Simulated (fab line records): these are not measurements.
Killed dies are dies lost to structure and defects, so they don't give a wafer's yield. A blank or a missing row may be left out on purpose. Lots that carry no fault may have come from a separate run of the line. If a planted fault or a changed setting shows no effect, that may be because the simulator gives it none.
fab line records	flow n5Finfet
record lots=7	wafers=21
route steps=1938 shown BEOL_M3@931 BEOL_M4@1026 BEOL_M5@1154 BEOL_M7@1267
startH: start of the lot's first displayed wafer, in hours after the record's first day	waitH: hours elapsed since this lot's preceding step	" same as the row above	L1.1+2: several wafers, shown together as one row	- value missing, or start not given	* or withheld: withheld	< > ~ a bound
route shown NAME@n: a module of which the file shows steps, and the number in the route of the first	usual: the fault-free wafers' mean and standard deviation	same: alike in all rows	chamber/n: place in a boat	sites: per-site readings	_std_site: the values' standard deviation	_edge_site: inner sites' mean taken away from outer sites' mean	radiusMm: how far each site lies from the wafer's centre	mask NAME#n: copy n	behind: tool/chamber where the wafer was last shaped	hold: what put the lot on hold/how long, in hours/how the hold closed	device: transistor that didn't switch, given as n, p or np	end of line: at the end of the route, the tests of the same wafers	a step with no rows: only its recipe	killed: count of dies lost to structure and defects at first sort (not the wafer's yield)	map: a wafer's dies, x killed, . not, _ none there
set.NAME: the setting that was run; set.NAME@STEP: the one run at that earlier step	model.NAME: the simulator's own value behind a step, which no gauge read
one table per step and one row per wafer, for lots whose settings were changed on purpose
## steps
# step N5_BEOL_M3_ILD_DEP_00
# recipe material=SiOC	targetThkA=790	tempC=350	precursor=DEMS/O2	pressureTorr=5	rfW=500	timeS=15.3
lot.wafer	tool	chamber	startH	waitH	set.timeS	model.SiOC_of_BEOL_M3_ILD_DEP_00.thkNm
L086.3+4	pecvd-03	0	215.36	0.0	14.39	75
L086.6	"	1	"	"	15.3	79
L087.1	pecvd-03	0	220.59	0.0	15.3	78.8
L087.3	"	1	"	"	16.31	82.2
L087.6	"	0	"	"	16.31	85.4
L088.3	pecvd-04	2	224.77	0.0	15.3	81.2
L088.4	"	0	"	"	15.3	79.6
L088.5	"	1	"	"	15.3	79
L090.1	pecvd-03	1	238.89	0.0	15.3	79.2
L090.5+6	"	2,1	"	"	13.88	73.4
L093.2	pecvd-04	0	258.56	0.0	14.29	73.4
L093.4	"	0	"	"	15.3	79.8
L093.5	"	2	"	"	15.3	81.4
L096.1	pecvd-03	1	269.76	0.0	13.88	72.4
L096.2	"	2	"	"	15.3	79
L096.6	"	0	"	"	15.3	80.4
L097.4	pecvd-04	0	284.18	0.1	15.3	78.4
L097.5	"	2	"	"	15.3	80.8
L097.6	"	1	"	"	15.3	79
# step N5_BEOL_M3_THK_MEAS_01
# recipe reads=SiOC_of_BEOL_M3_ILD_DEP_00
# usual M3_ILD_THK=79.2/1.1
lot.wafer	tool	chamber	startH	waitH	set.timeS@BEOL_M3_ILD_DEP_00	M3_ILD_THK[nm]
L086.3	filmMetro-02	-	215.43	0.1	14.39	75.0
L086.4	"	-	"	"	14.39	74.9
L086.6	"	-	"	"	15.3	79.0
L087.1	filmMetro-02	-	220.66	0.0	15.3	78.8
L087.3	"	-	"	"	16.31	82.4
L087.6	"	-	"	"	16.31	85.4
L088.3	filmMetro-01	-	224.84	0.1	15.3	81.2
L088.4	"	-	"	"	15.3	79.6
L088.5	"	-	"	"	15.3	79.0
L090.1	filmMetro-02	-	238.96	0.0	15.3	79.1
L090.5	"	-	"	"	13.88	73.4
L090.6	"	-	"	"	13.88	73.4
L093.2	filmMetro-02	-	258.62	0.1	14.29	73.4
L093.4	"	-	"	"	15.3	79.7
L093.5	"	-	"	"	15.3	81.4
L096.1	filmMetro-02	-	269.83	0.0	13.88	72.3
L096.2	"	-	"	"	15.3	79.0
L096.6	"	-	"	"	15.3	80.4
L097.4	filmMetro-02	-	284.23	0.0	15.3	78.4
L097.5	"	-	"	"	15.3	80.8
L097.6	"	-	"	"	15.3	79.1
# step N5_BEOL_M4_COAT_62
# recipe resist=SiARC	tempC=220	timeS=60	spinRpm=1500	resistThkNm=12
lot.wafer	tool	chamber	startH	waitH	set.spinRpm	model.SiARC_of_BEOL_M4_COAT_62.thkNm
L086.3+4	lithoTrack-02	0	-	-	1593	11.6
L086.6	"	0	"	"	1500	12
L087.1	lithoTrack-02	0	-	-	1438	12.2
L087.3+6	"	0	"	"	1500	12
L088.3+5	lithoTrack-02	0	-	-	1562	11.8
L088.4	"	0	"	"	1500	12
L090.1+5	lithoTrack-05	0	-	-	1355	12.6
L090.6	"	0	"	"	1500	12
L093.2	lithoTrack-02	0	-	-	1384	12.6
L093.4+5	"	0	"	"	1500	12
L096.1+2+6	lithoTrack-05	0	-	-	1500	12
L097.4+5+6	lithoTrack-02	0	-	-	1500	12
# step N5_BEOL_M4_COAT_73
# recipe resist=underlayer	tempC=205	timeS=60	spinRpm=1500	resistThkNm=5
# step N5_BEOL_M4_COAT_05
# recipe resist=CAR-EUV	spinRpm=1500	resistThkNm=30
# step N5_BEOL_M4_DESCUM_16
# recipe chemistry=O2	timeS=7	sourcePowerW=50	biasPowerW=20	pressureMtorr=20	rfFrequencyHz=2.712e+07	tempC=40	resist=CAR-EUV	o2FlowSccm=225
# step N5_BEOL_M4_ETCH_74
# recipe chemistry=N2/H2	target=underlayer	targetDepthA=65	maskMaterial=CAR-EUV	timeS=5.2	ionEnergyEv=200	pressureMtorr=30	sourceW=840	biasW=150	n2FlowSccm=200	h2FlowSccm=200	ends=cleared
# step N5_BEOL_M4_ETCH_63
# recipe chemistry=CF4	target=SiARC	targetDepthA=156	maskMaterial=CAR-EUV	timeS=26	ionEnergyEv=80	pressureMtorr=40	sourceW=545	biasW=36	Ar_flow_sccm=100	cf4FlowSccm=100	ends=cleared
lot.wafer	tool	chamber	startH	waitH	set.spinRpm@BEOL_M4_COAT_62	model.etch.depthNm
L086.3+4	rieDiel-06	3,0	229.97	0.0	1593	11.69
L086.6	"	3	"	"	1500	12.05
L087.1	rieDiel-01	3	235.09	0.0	1438	12.27
L087.3	"	2	"	"	1500	12
L087.6	"	3	"	"	1500	12.02
L088.3+5	rieDiel-06	3,0	235.44	0.0	1562	11.75
L088.4	"	1	"	"	1500	12.01
L090.1+5	rieDiel-06	0	248.83	0.0	1355	12.67
L090.6	"	1	"	"	1500	12.07
L093.2	rieDiel-03	2	271.09	0.0	1384	12.51
L093.4+5	"	2,0	"	"	1500	12.03
L096.1	rieDiel-06	2	280.90	0.0	1500	12.1
L096.2	"	1	"	"	1500	12.06
L096.6	"	1	"	"	1500	12.09
L097.4	rieDiel-01	1	298.26	0.0	1500	12.03
L097.5	"	3	"	"	1500	12.02
L097.6	"	2	"	"	1500	12.01
# step N5_BEOL_M4_ETCH_64
# recipe chemistry=N2/H2	target=SOC	targetDepthA=750	overetchA=225	maskMaterial=SiARC	tempC=40	timeS=121.9	ionEnergyEv=200	pressureMtorr=30	sourceW=840	biasW=150	n2FlowSccm=200	h2FlowSccm=200
lot.wafer	tool	chamber	startH	waitH	set.spinRpm@BEOL_M4_COAT_62	model.SiARC_of_BEOL_M4_COAT_62.thkNm
L086.3+4	rieDiel-06	3,0	229.99	0.0	1593	6
L086.6	"	3	"	"	1500	6.2
L087.1	rieDiel-01	3	235.11	0.0	1438	6.6
L087.3	"	2	"	"	1500	6.2
L087.6	"	3	"	"	1500	6.4
L088.3	rieDiel-06	3	235.47	0.0	1562	6
L088.4	"	1	"	"	1500	6.2
L088.5	"	0	"	"	1562	6.2
L090.1+5	rieDiel-06	0	248.86	0.0	1355	7
L090.6	"	1	"	"	1500	6.2
L093.2	rieDiel-03	2	271.11	0.0	1384	7
L093.4	"	2	"	"	1500	6.6
L093.5	"	0	"	"	1500	6.4
L096.1+2+6	rieDiel-06	2,1,1	280.93	0.0	1500	6.4
L097.4+5+6	rieDiel-01	1,3,2	298.29	0.0	1500	6.2
# step N5_BEOL_M4_SPUTTER_94
# recipe material=Cu	targetThkA=45	tempC=-20	chamberPressurePa=0.07	powerW=withheld	timeS=8.29
lot.wafer	tool	chamber	startH	waitH	set.timeS	model.Cu_of_BEOL_M4_SPUTTER_94.thkNm
L086.3+6	pvdSputter-02	-	237.45	0.1	8.715	-
L086.4	"	-	"	"	8.29	4.8
L087.1+3+6	pvdSputter-01	-	241.58	0.1	7.173	-
L088.3	pvdSputter-03	-	243.50	0.1	8.29	4.4
L088.4	"	-	"	"	7.421	3.8
L088.5	"	-	"	"	7.421	-
L090.1+5	pvdSputter-03	-	261.49	0.1	8.29	4.4
L090.6	"	-	"	"	7.783	-
L093.2	pvdSputter-02	-	288.15	0.1	8.29	4.6
L093.4+5	"	-	"	"	7.471	-
L096.1+6	pvdSputter-02	-	297.19	0.1	9.426	5.2
L096.2	"	-	"	"	8.29	4.6
L097.4+5+6	pvdSputter-03	-	311.23	0.1	8.29	4.4
# step N5_BEOL_M5_ETCH_68
# recipe chemistry=N2/H2	target=SOC	targetDepthA=800	overetchA=160	maskMaterial=SiARC	tempC=40	timeS=120	ionEnergyEv=200	pressureMtorr=30	sourceW=840	biasW=150	n2FlowSccm=200	h2FlowSccm=200
# usual rfVppV=524.6/2.5
lot.wafer	tool	chamber	startH	waitH	set.biasW	rfVppV	model.SiARC_of_BEOL_M5_COAT_66.thkNm
L086.3	rieDiel-05	0	245.27	0.0	176.4	582.1	5.2
L086.4	"	1	"	"	150	519.2	6.4
L086.6	"	2	"	"	150	522.3	6.6
L087.1	rieDiel-02	0	247.48	0.0	150	529.3	6
L087.3	"	2	"	"	150	526.5	6.8
L087.6	"	1	"	"	150	521.6	6.6
L088.3	rieDiel-02	1	251.29	0.0	150	523.7	6.6
L088.4	"	2	"	"	170.5	567.3	6
L088.5	"	3	"	"	170.5	567.0	5.8
L090.1	rieDiel-04	1	268.89	0.0	150	524.5	6.4
L090.5	"	0	"	"	175.7	581.0	5.2
L090.6	"	3	"	"	150	528.1	6.6
L093.2	rieDiel-05	0	293.40	0.0	150	525.2	6.4
L093.4	"	3	"	"	150	522.5	6.4
L093.5	"	2	"	"	150	522.0	6.6
L096.1	rieDiel-04	2	302.36	0.0	139.1	502.1	6.6
L096.2	"	1	"	"	150	524.4	6.4
L096.6	"	3	"	"	150	527.5	6.6
L097.4	rieDiel-04	1	318.35	0.0	150	525.3	6.4
L097.5	"	1	"	"	150	524.4	6.6
L097.6	"	0	"	"	150	525.4	6.6
# step N5_BEOL_M5_VIA_ETCH_34
# recipe chemistry=C4F6/O2	target=SiCOH_lowk	targetDepthA=883	maskMaterial=SOC	taperDeg=4	timeS=39.2	ionEnergyEv=250	pressureMtorr=30	sourceW=345	biasW=185	Ar_flow_sccm=300	C4F6_flow_sccm=10	O2_flow_sccm=10
# usual rfVppV=660/9.7
lot.wafer	tool	chamber	startH	waitH	set.biasW	rfVppV
L086.3	rieDiel-05	0	245.37	0.0	185	661
L086.4	"	1	"	"	185	646
L086.6	"	2	"	"	172.1	611
L087.1	rieDiel-02	0	247.58	0.0	152.4	570
L087.3	"	2	"	"	152.4	560
L087.6	"	1	"	"	185	667
L088.3	rieDiel-02	1	251.39	0.0	185	669
L088.4	"	2	"	"	185	655
L088.5	"	3	"	"	185	662
L090.1	rieDiel-04	1	268.99	0.0	185	666
L090.5	"	0	"	"	185	669
L090.6	"	3	"	"	185	645
L093.2	rieDiel-05	0	293.50	0.0	185	662
L093.4	"	3	"	"	185	669
L093.5	"	2	"	"	185	648
L096.1	rieDiel-04	2	302.46	0.0	210.5	738
L096.2	"	1	"	"	185	665
L096.6	"	3	"	"	185	646
L097.4	rieDiel-04	1	318.45	0.0	185	665
L097.5	"	1	"	"	185	666
L097.6	"	0	"	"	185	671
# step N5_BEOL_M7_HM_DEP_02
# recipe material=TiN	targetThkA=200	tempC=25	chamberPressurePa=0.49996
lot.wafer	tool	chamber	startH	waitH	set.targetThkA	model.TiN_of_BEOL_M7_HM_DEP_02.thkNm
L086.3+6	pvdSputter-02	-	265.10	1.7	200	20
L086.4	"	-	"	"	200	19.4
L088.3	pvdSputter-02	-	269.49	1.1	200	19.8
L088.4	"	-	"	"	200	20
L088.5	"	-	"	"	200	20.2
L087.1+3+6	pvdSputter-02	-	270.25	0.4	200	19.8
L090.1	pvdSputter-01	-	294.62	0.2	218.6	22
L090.5	"	-	"	"	200	20.2
L090.6	"	-	"	"	218.6	21.8
L093.2	pvdSputter-02	-	314.08	0.9	211.4	20.8
L093.4+5	"	-	"	"	200	19.8
L096.1+2	pvdSputter-02	-	320.46	0.9	215	21.8
L096.6	"	-	"	"	200	20.4
L097.4+6	pvdSputter-01	-	340.78	3.7	200	20
L097.5	"	-	"	"	200	19.8
# step N5_BEOL_M7_EXPOSE_08
# recipe maskId=M7	na=1.35	sourceShape=dipole	sigmaInner=0.817	sigmaOuter=0.97	polarization=te	doseMj=68.25
lot.wafer	tool	chamber	startH	waitH	mask	set.doseMj
L086.3+4+6	arfiScanner-02	0	265.50	-	M7#0	68.25
L088.3+4	arfiScanner-02	0	269.76	-	M7#0	68.25
L088.5	"	0	"	"	M7#0	63.36
L087.1+3+6	arfiScanner-01	0	270.64	-	M7#0	68.25
L090.1+5+6	arfiScanner-01	0	294.99	-	M7#0	68.25
L093.2+4	arfiScanner-02	0	314.33	-	M7#0	64.49
L093.5	"	0	"	"	M7#0	68.25
L096.1+2+6	arfiScanner-01	0	320.83	-	M7#0	70.03
L097.4+5+6	arfiScanner-02	0	341.18	-	M7#0	68.25
# step N5_BEOL_M7_PEB_09
# recipe pebTempC=withheld	pebTimeS=60	resist=CAR-ArF
# step N5_BEOL_M7_DEVELOP_10
# recipe developTimeS=30	developer=TMAH	resist=CAR-ArF	rinseLiquid=diw	dry=airSpin	devTempC=23
# step N5_BEOL_M7_CD_MEAS_11
# recipe targetCdNm=38.5	landingEnergyEv=500	detector=seInlens	polarity=opening
# usual cdNm=38.7/0.51
lot.wafer	tool	chamber	startH	waitH	set.doseMj@BEOL_M7_EXPOSE_08	cdNm
L086.3	cdSem-03	0	265.62	-	68.25	38.6
L086.4	"	0	"	"	68.25	38.8
L086.6	"	0	"	"	68.25	38.8
L088.3	cdSem-02	0	269.88	-	68.25	38.6
L088.4	"	0	"	"	68.25	38.6
L088.5	"	0	"	"	63.36	34.8
L087.1	cdSem-03	0	270.76	-	68.25	39.5
L087.3	"	0	"	"	68.25	38.9
L087.6	"	0	"	"	68.25	38.9
L090.1	cdSem-02	0	295.12	-	68.25	38.5
L090.5	"	0	"	"	68.25	38.3
L090.6	"	0	"	"	68.25	39.1
L093.2	cdSem-03	0	314.45	-	64.49	36.1
L093.4	"	0	"	"	64.49	36.4
L093.5	"	0	"	"	68.25	38.0
L096.1	cdSem-01	0	320.96	-	70.03	40.1
L096.2	"	0	"	"	70.03	39.9
L096.6	"	0	"	"	70.03	39.8
L097.4	cdSem-01	0	341.29	-	68.25	38.0
L097.5	"	0	"	"	68.25	39.2
L097.6	"	0	"	"	68.25	38.5
# step N5_BEOL_M7_STRIP_68
# recipe chemistry=N2/H2	tempC=40	n2FlowSccm=200	h2FlowSccm=200	rfFrequencyHz=6e+07
# step N5_BEOL_M7_STRIP_67
# recipe chemistry=CF4	resist=SiARC	powerW=300	biasPowerW=75	pressureMtorr=50	cf4FlowSccm=150	rfFrequencyHz=6e+07
# step N5_BEOL_M7_HM_OPEN_17
# recipe chemistry=Cl2/BCl3	targetDepthA=200	overetchA=60	target=TiN	maskMaterial=SOC	ionEnergyEv=150	pressureMtorr=10	icpW=1000	biasW=126	Cl2_flow_sccm=53.25	bcl3FlowSccm=21.75	Ar_flow_sccm=25
lot.wafer	tool	chamber	startH	waitH	set.targetThkA@BEOL_M7_HM_DEP_02	model.etch.depthNm
L086.3	rieMetal-02	1	266.11	0.1	200	19.91
L086.4	"	0	"	"	200	19.47
L086.6	"	0	"	"	200	19.95
L088.3	rieMetal-03	1	270.30	0.1	200	19.7
L088.4	"	1	"	"	200	20.05
L088.5	"	1	"	"	200	20.11
L087.1	rieMetal-02	1	271.13	0.0	200	19.78
L087.3	"	1	"	"	200	19.84
L087.6	"	1	"	"	200	19.73
L090.1	rieMetal-03	0	295.48	0.0	218.6	21.97
L090.5	"	1	"	"	200	20.16
L090.6	"	0	"	"	218.6	21.75
L093.2	rieMetal-02	0	314.82	0.0	211.4	20.74
L093.4	"	0	"	"	200	19.7
L093.5	"	1	"	"	200	19.77
L096.1	rieMetal-03	0	321.32	0.0	215	21.89
L096.2	"	1	"	"	215	21.82
L096.6	"	0	"	"	200	20.36
L097.4	rieMetal-03	0	342.25	0.1	200	19.98
L097.5	"	0	"	"	200	19.87
L097.6	"	1	"	"	200	20.07
# step N5_BEOL_M7_STRIP_19
# recipe chemistry=O2	powerW=400	tempC=40	pressureMtorr=30	rfFrequencyHz=6e+07	biasPowerW=0	overashFraction=0.2	o2FlowSccm=225
# step N5_BEOL_M7_CD_MEAS_18
# recipe pitchNm=80	targetCdNm=40
# usual cdNm=40.4/0.66
lot.wafer	tool	chamber	startH	waitH	set.doseMj@BEOL_M7_EXPOSE_08	cdNm
L086.3	cdSem-02	-	266.26	0.1	68.25	40.1
L086.4	"	-	"	"	68.25	39.9
L086.6	"	-	"	"	68.25	40.5
L088.3	cdSem-03	-	270.54	0.1	68.25	39.8
L088.4	"	-	"	"	68.25	40.5
L088.5	"	-	"	"	63.36	36.7
L087.1	cdSem-02	-	271.38	0.0	68.25	40.4
L087.3	"	-	"	"	68.25	41.0
L087.6	"	-	"	"	68.25	40.8
L090.1	cdSem-01	-	295.69	0.0	68.25	40.2
L090.5	"	-	"	"	68.25	40.5
L090.6	"	-	"	"	68.25	40.2
L093.2	cdSem-03	-	315.02	0.1	64.49	37.3
L093.4	"	-	"	"	64.49	38.3
L093.5	"	-	"	"	68.25	39.4
L096.1	cdSem-03	-	321.50	0.0	70.03	41.8
L096.2	"	-	"	"	70.03	41.2
L096.6	"	-	"	"	70.03	41.2
L097.4	cdSem-02	-	342.45	0.0	68.25	40.4
L097.5	"	-	"	"	68.25	41.2
L097.6	"	-	"	"	68.25	40.2
# step N5_BEOL_M7_COAT_71
# recipe resist=underlayer	tempC=205	timeS=60	spinRpm=1500	resistThkNm=5
lot.wafer	tool	chamber	startH	waitH	set.spinRpm
L086.3+4+6	lithoTrack-05	0	-	-	1500
L087.1+6	lithoTrack-02	0	-	-	1556
L087.3	"	0	"	"	1500
L088.3	lithoTrack-04	0	-	-	1500
L088.4+5	"	0	"	"	1542
L090.1+6	lithoTrack-04	0	-	-	1500
L090.5	"	0	"	"	1443
L093.2	lithoTrack-04	0	-	-	1500
L093.4+5	"	0	"	"	1549
L096.1	lithoTrack-02	0	-	-	1500
L096.2+6	"	0	"	"	1404
L097.4+5+6	lithoTrack-05	0	-	-	1500
## key
split step=N5_BEOL_M3_ILD_DEP_00	setting=timeS	stated=15.3	by=wafer
response step=N5_BEOL_M3_ILD_DEP_00	reading=model.SiOC_of_BEOL_M3_ILD_DEP_00.thkNm	change=+0.766	per=1%	r=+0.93
response step=N5_BEOL_M3_THK_MEAS_01	reading=M3_ILD_THK	change=+0.77	per=1%	r=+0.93
split step=N5_BEOL_M4_COAT_62	setting=spinRpm	stated=1500	by=wafer
response step=N5_BEOL_M4_COAT_62	reading=model.SiARC_of_BEOL_M4_COAT_62.thkNm	change=-0.0645	per=1%	r=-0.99
response step=N5_BEOL_M4_ETCH_63	reading=model.etch.depthNm	change=-0.0615	per=1%	r=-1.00
response step=N5_BEOL_M4_ETCH_64	reading=model.SiARC_of_BEOL_M4_COAT_62.thkNm	change=-0.0642	per=1%	r=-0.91
split step=N5_BEOL_M4_SPUTTER_94	setting=timeS	stated=8.29	by=wafer
response step=N5_BEOL_M4_SPUTTER_94	reading=model.Cu_of_BEOL_M4_SPUTTER_94.thkNm	change=+0.0479	per=1%	r=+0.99
split step=N5_BEOL_M5_ETCH_68	setting=biasW	stated=150	by=wafer
response step=N5_BEOL_M5_ETCH_68	reading=rfVppV	change=+3.3	per=1%	r=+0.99
response step=N5_BEOL_M5_ETCH_68	reading=model.SiARC_of_BEOL_M5_COAT_66.thkNm	change=-0.0658	per=1%	r=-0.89
split step=N5_BEOL_M5_VIA_ETCH_34	setting=biasW	stated=185	by=wafer
response step=N5_BEOL_M5_VIA_ETCH_34	reading=rfVppV	change=+5.89	per=1%	r=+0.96
split step=N5_BEOL_M7_HM_DEP_02	setting=targetThkA	stated=200	by=wafer
response step=N5_BEOL_M7_HM_DEP_02	reading=model.TiN_of_BEOL_M7_HM_DEP_02.thkNm	change=+0.183	per=1%	r=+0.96
response step=N5_BEOL_M7_HM_OPEN_17	reading=model.etch.depthNm	change=+0.187	per=1%	r=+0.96
split step=N5_BEOL_M7_EXPOSE_08	setting=doseMj	stated=68.25	by=wafer
response step=N5_BEOL_M7_CD_MEAS_11	reading=cdNm	change=+0.448	per=1%	r=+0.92
response step=N5_BEOL_M7_CD_MEAS_18	reading=cdNm	change=+0.42	per=1%	r=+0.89
split step=N5_BEOL_M7_COAT_71	setting=spinRpm	stated=1500	by=wafer
response none in this file
